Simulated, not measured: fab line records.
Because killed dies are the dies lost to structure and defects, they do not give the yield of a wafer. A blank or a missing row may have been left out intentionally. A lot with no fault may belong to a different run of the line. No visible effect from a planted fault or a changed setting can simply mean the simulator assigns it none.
Chamber matching || flow n5Finfet || 4 sister chambers for N5_BEOL_M0_ETCH_109 on rieDiel-06
The step etches SiCN in CH3F/O2, target depth 8 nm, overetch 2.4 nm, time 27.4 s. 8 wafers are shown with their chamber, then 8 later ones without.

## EACH WAFER AND ITS CHAMBER
{"wafer": "L077.6", "chamber": 2, "showerheadPlenumPTorr (Torr)": 1.98, "oesProductAu (a.u.)": 0.65}
{"wafer": "L080.3", "chamber": 1, "showerheadPlenumPTorr (Torr)": 1.95, "oesProductAu (a.u.)": 0.79}
{"wafer": "L080.4", "chamber": 0, "showerheadPlenumPTorr (Torr)": 1.98, "oesProductAu (a.u.)": 0.57}
{"wafer": "L080.5", "chamber": 3, "showerheadPlenumPTorr (Torr)": 1.97, "oesProductAu (a.u.)": 0.74}
{"wafer": "L088.4", "chamber": 3, "showerheadPlenumPTorr (Torr)": 1.96, "oesProductAu (a.u.)": 0.74}
{"wafer": "L088.5", "chamber": 0, "showerheadPlenumPTorr (Torr)": 1.97, "oesProductAu (a.u.)": 0.83}
{"wafer": "L088.6", "chamber": 1, "showerheadPlenumPTorr (Torr)": 1.94, "oesProductAu (a.u.)": 0.78}
{"wafer": "L089.1", "chamber": 2, "showerheadPlenumPTorr (Torr)": 1.98, "oesProductAu (a.u.)": 0.63}

## WAFERS MISSING THEIR CHAMBER
{"wafer": "L089.3", "showerheadPlenumPTorr (Torr)": 1.94, "oesProductAu (a.u.)": 0.75}
{"wafer": "L089.5", "showerheadPlenumPTorr (Torr)": 1.96, "oesProductAu (a.u.)": 0.73}
{"wafer": "L091.2", "showerheadPlenumPTorr (Torr)": 1.96, "oesProductAu (a.u.)": 0.72}
{"wafer": "L091.4", "showerheadPlenumPTorr (Torr)": 1.98, "oesProductAu (a.u.)": 0.63}
{"wafer": "L091.6", "showerheadPlenumPTorr (Torr)": 1.97, "oesProductAu (a.u.)": 0.80}
{"wafer": "L093.2", "showerheadPlenumPTorr (Torr)": 1.96, "oesProductAu (a.u.)": 0.73}
{"wafer": "L093.4", "showerheadPlenumPTorr (Torr)": 1.97, "oesProductAu (a.u.)": 0.80}
{"wafer": "L093.5", "showerheadPlenumPTorr (Torr)": 1.96, "oesProductAu (a.u.)": 0.74}

## CHAMBER TAKEN BY EACH
{"wafer": "L089.3", "from the rows above": 1, "in truth": 1}
{"wafer": "L089.5", "from the rows above": "can't be placed: 3 or 0 or 1", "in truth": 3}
{"wafer": "L091.2", "from the rows above": "can't be placed: 3 or 0 or 1", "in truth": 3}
{"wafer": "L091.4", "from the rows above": "can't be placed: 2 or 0", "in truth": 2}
{"wafer": "L091.6", "from the rows above": "can't be placed: 3 or 0 or 2", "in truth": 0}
{"wafer": "L093.2", "from the rows above": "can't be placed: 3 or 0 or 1", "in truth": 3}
{"wafer": "L093.4", "from the rows above": "can't be placed: 3 or 0 or 2", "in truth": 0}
{"wafer": "L093.5", "from the rows above": "can't be placed: 3 or 0 or 1", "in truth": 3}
Placed correctly: 1 of 8. Cannot be placed on the basis of these rows: 7; the candidates contain the true chamber in 7. 0 placed wrongly.
How it was worked out, from the rows above alone: a wafer's distance from a chamber is the root of the sum, over the readings, of the square of ((its reading less the chamber's mean) divided by the reading's scatter). If the next closest chamber is less than 2 further off than the closest, the wafer can't be placed; otherwise it belongs to the closest. A chamber's mean is the mean of its shown wafers. The scatter: the root of (the sum of the squares of (reading less its chamber's mean) over the shown wafers, divided by (wafers less chambers)).
